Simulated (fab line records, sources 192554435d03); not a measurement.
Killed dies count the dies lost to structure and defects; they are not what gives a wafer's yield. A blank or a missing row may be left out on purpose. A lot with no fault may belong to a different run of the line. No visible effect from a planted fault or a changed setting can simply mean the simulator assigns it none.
Which of the tools did it? :: flow n5Finfet :: 27 wafers from 10 lots sampled at 5 of the route's 1938 steps

WHAT THE GAUGES SHOWED, per wafer
N5_BEOL_M2_THK_MEAS_53: measures by xrf.
lot: L715
measured: day 7 00:19
on: filmMetro-01
M2_THK (nm): 36.8 39.1 41.7

lot: L719
measured: day 8 04:22
on: filmMetro-01
M2_THK (nm): 39.8 40.2 38.5

lot: L723
measured: day 9 02:56
on: filmMetro-01
M2_THK (nm): 39.9 142.6

lot: L726
measured: day 9 15:28
on: filmMetro-02
M2_THK (nm): 147.1 40.0

lot: L730
measured: day 10 23:17
on: filmMetro-02
M2_THK (nm): 37.2 161.1

lot: L733
measured: day 11 14:53
on: filmMetro-02
M2_THK (nm): 40.6 38.3 38.2

lot: L735
measured: day 12 10:22
on: filmMetro-01
M2_THK (nm): 41.8 41.1 38.7

lot: L734
measured: day 12 17:16
on: filmMetro-02
M2_THK (nm): 40.7 40.3 39.9

lot: L737
measured: day 13 03:23
on: filmMetro-02
M2_THK (nm): 39.8 40.2 39.5

lot: L738
measured: day 13 13:28
on: filmMetro-02
M2_THK (nm): 38.4 38.1 39.2

TOOL THAT RAN EACH LOT (tool first, then ch and the chambers of the sampled wafers, then the start)
lot: L715
N5_BEOL_M2_SPUTTER_86: pvdSputter-01, day 6 22:26
N5_BEOL_M2_ANNEAL_87: pvdSputter-01, day 6 22:31
N5_BEOL_M2_SPUTTER_94: pvdSputter-01, day 6 23:19
N5_BEOL_M2_CMP_52: cmp-02 ch 1,2,3, day 7 00:02

lot: L719
N5_BEOL_M2_SPUTTER_86: pvdSputter-03, day 8 02:28
N5_BEOL_M2_ANNEAL_87: pvdSputter-03, day 8 02:32
N5_BEOL_M2_SPUTTER_94: pvdSputter-03, day 8 03:20
N5_BEOL_M2_CMP_52: cmp-02 ch 0,1,2, day 8 04:11

lot: L723
N5_BEOL_M2_SPUTTER_86: pvdSputter-02, day 9 01:02
N5_BEOL_M2_ANNEAL_87: pvdSputter-02, day 9 01:07
N5_BEOL_M2_SPUTTER_94: pvdSputter-02, day 9 01:55
N5_BEOL_M2_CMP_52: cmp-02 ch 2,3, day 9 02:40

lot: L726
N5_BEOL_M2_SPUTTER_86: pvdSputter-01, day 9 13:19
N5_BEOL_M2_ANNEAL_87: pvdSputter-01, day 9 13:23
N5_BEOL_M2_SPUTTER_94: pvdSputter-01, day 9 14:11
N5_BEOL_M2_CMP_52: cmp-02 ch 0, day 9 15:10

lot: L730
N5_BEOL_M2_SPUTTER_86: pvdSputter-03, day 10 21:24
N5_BEOL_M2_ANNEAL_87: pvdSputter-03, day 10 21:29
N5_BEOL_M2_SPUTTER_94: pvdSputter-03, day 10 22:17
N5_BEOL_M2_CMP_52: cmp-02 ch 2,3, day 10 23:04

lot: L733
N5_BEOL_M2_SPUTTER_86: pvdSputter-01, day 11 13:00
N5_BEOL_M2_ANNEAL_87: pvdSputter-01, day 11 13:05
N5_BEOL_M2_SPUTTER_94: pvdSputter-01, day 11 13:53
N5_BEOL_M2_CMP_52: cmp-04 ch 0,1,3, day 11 14:35

lot: L735
N5_BEOL_M2_SPUTTER_86: pvdSputter-02, day 12 08:28
N5_BEOL_M2_ANNEAL_87: pvdSputter-02, day 12 08:33
N5_BEOL_M2_SPUTTER_94: pvdSputter-02, day 12 09:21
N5_BEOL_M2_CMP_52: cmp-03 ch 0,1,3, day 12 10:07

lot: L734
N5_BEOL_M2_SPUTTER_86: pvdSputter-03, day 12 15:23
N5_BEOL_M2_ANNEAL_87: pvdSputter-03, day 12 15:28
N5_BEOL_M2_SPUTTER_94: pvdSputter-03, day 12 16:16
N5_BEOL_M2_CMP_52: cmp-04 ch 1,2, day 12 16:58

lot: L737
N5_BEOL_M2_SPUTTER_86: pvdSputter-01, day 13 00:37
N5_BEOL_M2_ANNEAL_87: pvdSputter-01, day 13 00:42
N5_BEOL_M2_SPUTTER_94: pvdSputter-01, day 13 01:30
N5_BEOL_M2_CMP_52: cmp-04 ch 0,3, day 13 03:07

lot: L738
N5_BEOL_M2_SPUTTER_86: pvdSputter-01, day 13 11:35
N5_BEOL_M2_ANNEAL_87: pvdSputter-01, day 13 11:40
N5_BEOL_M2_SPUTTER_94: pvdSputter-01, day 13 12:28
N5_BEOL_M2_CMP_52: cmp-02 ch 1,2, day 13 13:13
- N5_BEOL_M2_SPUTTER_86: material Cu, target thk 4.5 nm, time 8.29 s.
- N5_BEOL_M2_ANNEAL_87: time 240 s.
- N5_BEOL_M2_SPUTTER_94: material Cu, target thk 4.5 nm, time 8.29 s.
- N5_BEOL_M2_CMP_52: polishes, stops on SiOC, t overpolish 6.8 s, target thk 40 nm.

THE ANSWER, worked out from the rows above alone
Rule: the lots themselves supply what counts as usual. Put in order of their means at a reading, lots are off if they are a third of the lots or fewer, leave a main group of 4 or more, and stand apart from it by a gap of 3 or more times the standard deviation of the main group's means; of several such gaps the widest counts. A main group is skipped when, at the precision printed for the reading in the tables above, its means are all equal. A lot without any number at a reading at which 4 lots or more have one is off too. Any other lot the step has rows for is counted as sound.
Off: at N5_BEOL_M2_THK_MEAS_53 (M2_THK), L723, L726, L730. Main group: mean 39.6 nm, sd 0.65.
If a tool, at a process step before that reading, ran all the lots that are off and no sound lot after the first of them, it fits. Those tools and the gauges at N5_BEOL_M2_THK_MEAS_53 are tried in the same way. No candidate that was tried fits.

WHAT HAD BEEN PUT IN BY THE SIMULATOR
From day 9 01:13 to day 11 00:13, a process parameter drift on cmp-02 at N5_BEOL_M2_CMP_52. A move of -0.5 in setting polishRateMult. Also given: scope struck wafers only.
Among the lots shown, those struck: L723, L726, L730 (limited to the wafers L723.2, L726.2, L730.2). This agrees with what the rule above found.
